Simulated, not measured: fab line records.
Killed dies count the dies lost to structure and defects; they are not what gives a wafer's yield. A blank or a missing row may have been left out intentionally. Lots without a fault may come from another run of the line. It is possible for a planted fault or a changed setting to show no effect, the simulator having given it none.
Matching of chambers | flow n5 finfet | N5_DUMMY_GATE_DESCUM_20 on rie diel-06 has 4 sister chambers
The step chemistry O2, time 6.2 s. 4 wafers are shown with their chamber, then 7 later ones without.

== WAFERS, EACH WITH ITS CHAMBER ==
wafer  | chamber | oes product au (a.u.)
L083.5 | 1       | 0.70
L084.2 | 2       | 0.76
L086.1 | 0       | 0.86
L086.2 | 3       | 0.95

== WAFERS MISSING THEIR CHAMBER ==
wafer  | oes product au (a.u.)
L086.6 | 0.87
L087.1 | 0.94
L087.2 | 0.86
L087.4 | 0.77
L091.2 | 0.75
L091.4 | 0.85
L091.6 | 0.84

== WHICH CHAMBER EACH WENT THROUGH ==
wafer  | from the rows above | in truth
L086.6 | 0                   | 0
L087.1 | 3                   | 3
L087.2 | 0                   | 0
L087.4 | 2                   | 2
L091.2 | 2                   | 2
L091.4 | 0                   | 0
L091.6 | 0                   | 0
Correct placement for 7 of the 7. Can't be placed from these rows: 0. Placed wrongly: 0.
How it was worked out, from the rows above alone: a wafer's distance from a chamber is the root of the sum, over the readings, of the square of ((its reading less the chamber's mean) divided by the reading's scatter). If the next closest chamber is less than 2 further off than the closest, the wafer can't be placed; otherwise it belongs to the closest. A chamber's mean is the mean of its shown wafers. The scatter: root of mean squared gap, hidden wafer to nearest shown wafer, with one shown wafer a chamber.
